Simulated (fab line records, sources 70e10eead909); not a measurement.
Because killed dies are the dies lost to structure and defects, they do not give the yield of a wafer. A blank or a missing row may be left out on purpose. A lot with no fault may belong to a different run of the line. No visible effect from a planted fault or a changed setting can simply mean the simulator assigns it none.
Matching of chambers | flow nand-harc | NHARC_A_STAIRCASE_TRIM_220 on rie-diel-04 has 4 sister chambers
The step chemistry O2, time 211.2 s. 22 wafers are shown with their chamber, then 11 later ones without.

== WAFERS WITH THEIR CHAMBER ==
wafer  | chamber | drypump-motor-current-A (A) | showerhead-plenum-p-Torr (Torr) | oes-product-au (a.u.)
L076.1 | 0       | 6.7                         | 3.59                            | 1.003
L076.3 | 3       | 5.6                         | 3.34                            | 1.012
L076.6 | 0       | 6.7                         | 3.59                            | 1.001
L078.1 | 1       | 4.6                         | 3.53                            | 1.003
L078.2 | 3       | 5.6                         | 3.34                            | 1.017
L078.4 | 2       | 5.6                         | 3.59                            | 1.005
L081.2 | 2       | 5.6                         | 3.58                            | 0.981
L081.4 | 3       | 5.6                         | 3.33                            | 1.011
L081.5 | 3       | 5.6                         | 3.33                            | 1.010
L082.1 | 2       | 5.6                         | 3.58                            | 0.986
L082.3 | 2       | 5.6                         | 3.58                            | 0.998
L082.4 | 1       | 4.7                         | 3.53                            | 0.985
L085.2 | 0       | 6.7                         | 3.59                            | 0.988
L085.3 | 2       | 5.6                         | 3.58                            | 0.981
L085.4 | 1       | 4.7                         | 3.53                            | 0.993
L085.1 | 3       | 5.6                         | 3.33                            | 0.992
L085.5 | 3       | 5.6                         | 3.33                            | 0.989
L085.6 | 2       | 5.6                         | 3.58                            | 0.978
L088.1 | 2       | 5.6                         | 3.57                            | 0.995
L088.3 | 0       | 6.7                         | 3.58                            | 0.995
L088.4 | 1       | 4.6                         | 3.52                            | 0.994
L090.1 | 2       | 5.6                         | 3.57                            | 0.990

SIGNATURES (averages over the wafers above)
reading                  | chamber 0 | chamber 1 | chamber 2 | chamber 3 | scatter within a chamber
drypump-motor-current-A  | 6.700     | 4.650     | 5.600     | 5.600     | 0.0236
showerhead-plenum-p-Torr | 3.5875    | 3.5275    | 3.5787    | 3.3333    | 0.00563
oes-product-au           | 0.99675   | 0.99375   | 0.98925   | 1.00517   | 0.00946
Rule: for each reading, subtract the chamber's mean from the wafer's reading, divide by that reading's scatter and square the result; add these up over the readings and take the root, which gives the wafer's distance from the chamber. If the next closest chamber is less than 2 further off than the closest, the wafer can't be placed; otherwise it belongs to the closest. The scatter is the square root of a quotient: the sum, over the shown wafers, of each reading's squared deviation from its chamber's mean, divided by wafers minus chambers.

== WAFERS WITH NO CHAMBER GIVEN ==
wafer  | drypump-motor-current-A (A) | showerhead-plenum-p-Torr (Torr) | oes-product-au (a.u.)
L090.2 | 4.7                         | 3.52                            | 0.998
L090.4 | 6.7                         | 3.58                            | 0.988
L092.2 | 5.6                         | 3.57                            | 0.994
L092.4 | 4.7                         | 3.52                            | 1.002
L092.5 | 6.7                         | 3.58                            | 0.992
L096.1 | 5.6                         | 3.57                            | 0.991
L096.5 | 5.6                         | 3.57                            | 0.995
L096.6 | 5.6                         | 3.31                            | 1.006
L095.1 | 5.6                         | 3.31                            | 1.001
L095.4 | 5.6                         | 3.57                            | 0.993
L095.6 | 4.7                         | 3.51                            | 1.002

== WHICH CHAMBER EACH WENT THROUGH ==
wafer  | from the rows above | in truth
L090.2 | 1                   | 1
L090.4 | 0                   | 0
L092.2 | 2                   | 2
L092.4 | 1                   | 1
L092.5 | 0                   | 0
L096.1 | 2                   | 2
L096.5 | 2                   | 2
L096.6 | 3                   | 3
L095.1 | 3                   | 3
L095.4 | 2                   | 2
L095.6 | 1                   | 1
11 of 11 placed correctly. Not placeable from these rows: 0. 0 placed wrongly.
